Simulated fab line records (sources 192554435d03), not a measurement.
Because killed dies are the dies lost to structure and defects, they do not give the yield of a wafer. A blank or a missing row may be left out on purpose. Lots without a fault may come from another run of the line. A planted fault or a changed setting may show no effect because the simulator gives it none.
Code-filled problem report in 8D (eight disciplines) form + flow n5_finfet + the parts of the form that need people (team, actions taken, sign-off) are left out

== 1. WHAT IS WRONG ==
oes_product_au at N5_BEOL_M9_VIA_ETCH_34 reads a mean of 0.34 a.u. on 6 wafers of 2 lots; wafers without a fault read 0.83 a.u. with a standard deviation of 0.089. That is -5.5 standard deviations from the usual mean.
The step: etches SiCOH lowk in C4F6/O2, target depth 182.4 nm, time 68.4 s.
Earliest sighting: wafer L941.1 on rie_diel-02 at day 13 04:14. The record has a number at this step for 21 wafers belonging to 7 lots. Rule for "out" (also "out of limits"): further than 4 standard deviations from the usual mean. Any other wafer with a number is counted as sound.

== 2. WHAT IT IS, AND WHAT IT ISN'T ==
| question                    | is                     | is not                                                                                    |
|-----------------------------|------------------------|-------------------------------------------------------------------------------------------|
| which readings at this step | oes_product_au         | C4F6_flow_sccm, O2_flow_sccm, drypump_motor_current_A, rf_vpp_V, showerhead_plenum_p_Torr |
| which lots                  | L941, L943             | L936, L946, L947, L948, L949                                                              |
| which wafers of those lots  | all that have a number | -                                                                                         |
| read on which tools         | rie_diel-02            | -                                                                                         |
| when                        | from day 13 04:14      | up to then (3 sound wafers); but 12 sound wafers of L946, L947, L948, L949 came after     |

== 3. SUSPECTS, AND WHAT RULES EACH OUT ==
Counting: any tool at a process step up to the reading is kept as a suspect provided that every lot that is out went through it and no sound lot did after the first of them.
- rie_diel-02 at N5_BEOL_M9_ETCH_66 (etches SOC in N2/H2, target depth 80 nm, overetch 16 nm, time 120 s): ruled out as a lasting fault. Following L941 (day 13 04:08), the first lot on it that is out, the sound lots L947, L946, L948, L949 were run on it.
- rie_diel-02 at N5_BEOL_M9_VIA_ETCH_34 (etches SiCOH lowk in C4F6/O2, target depth 182.4 nm, time 68.4 s): ruled out as a lasting fault. Following L941 (day 13 04:14), the first lot on it that is out, the sound lots L947, L946, L948, L949 were run on it.
Left after counting: nothing in the record.

== 4. THE CAUSE (what the simulator had put in) ==
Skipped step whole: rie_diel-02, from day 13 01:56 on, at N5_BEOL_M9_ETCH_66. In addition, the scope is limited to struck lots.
Counting ruled it out, wrongly.

== 5. THE CHAIN OF EFFECTS, in route order ==
Rows list readings where the struck wafers' mean (over those with a number) sits beyond 3 standard deviations from the usual. Only readings for which the record gives a usual standard deviation are gone through. hours: the time from each lot's start at the first step in this table that gives one to its start at this step, as a median over the lots. sigmas: the change in usual standard deviations.
| hours | step                    | reading              | usual     | on struck wafers | change | sigmas      |
|-------|-------------------------|----------------------|-----------|------------------|--------|-------------|
| 0     | N5_BEOL_M9_VIA_ETCH_34  | oes_product_au       | 0.83 a.u. | 0.34             | -0.49  | -5.5        |
| 55    | N5_PASSIVATION_PROBE_49 | defect_limited_yield | 91.4 %    | 0.0              | -91.4  | -57         |
| 55    | N5_PASSIVATION_PROBE_49 | killed_at_M4_up      | 12        | 1092             | +1080  | +99 or more |
| 55    | N5_PASSIVATION_PROBE_49 | killed_dies          | 101       | 1180             | +1079  | +57         |
| 55    | N5_PASSIVATION_PROBE_49 | killed_on_rim        | 13        | 152              | +139   | +34         |
| 55    | N5_PASSIVATION_PROBE_49 | sort_bin_5_function  | 5.0 %     | 96.7             | +91.7  | +92         |
| 55    | N5_PASSIVATION_PROBE_49 | sort_n_pass          | 1079      | 0                | -1079  | -57         |
Process steps it contains:
- N5_BEOL_M9_VIA_ETCH_34: etches SiCOH lowk in C4F6/O2, target depth 182.4 nm, time 68.4 s.
- N5_PASSIVATION_PROBE_49
Readings that are blank on the struck wafers while sound wafers have them: bias_w at N5_BEOL_M9_ETCH_66; chamber_pressure_mTorr at N5_BEOL_M9_ETCH_66; drypump_motor_current_A at N5_BEOL_M9_ETCH_66; oes_product_au at N5_BEOL_M9_ETCH_66; rf_vpp_V at N5_BEOL_M9_ETCH_66; showerhead_plenum_p_Torr at N5_BEOL_M9_ETCH_66; throttle_valve_pct at N5_BEOL_M9_ETCH_66.

== 6. WHAT WOULD HAVE CAUGHT IT SOONER ==
The fault began at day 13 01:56; the first out-of-limits reading in this record came at day 13 04:14, 2 hours later.
At N5_BEOL_M9_ETCH_66 the tool's readings are blank on the struck wafers, where sound wafers have them: an empty tool record is the first sign, and it was there at once.
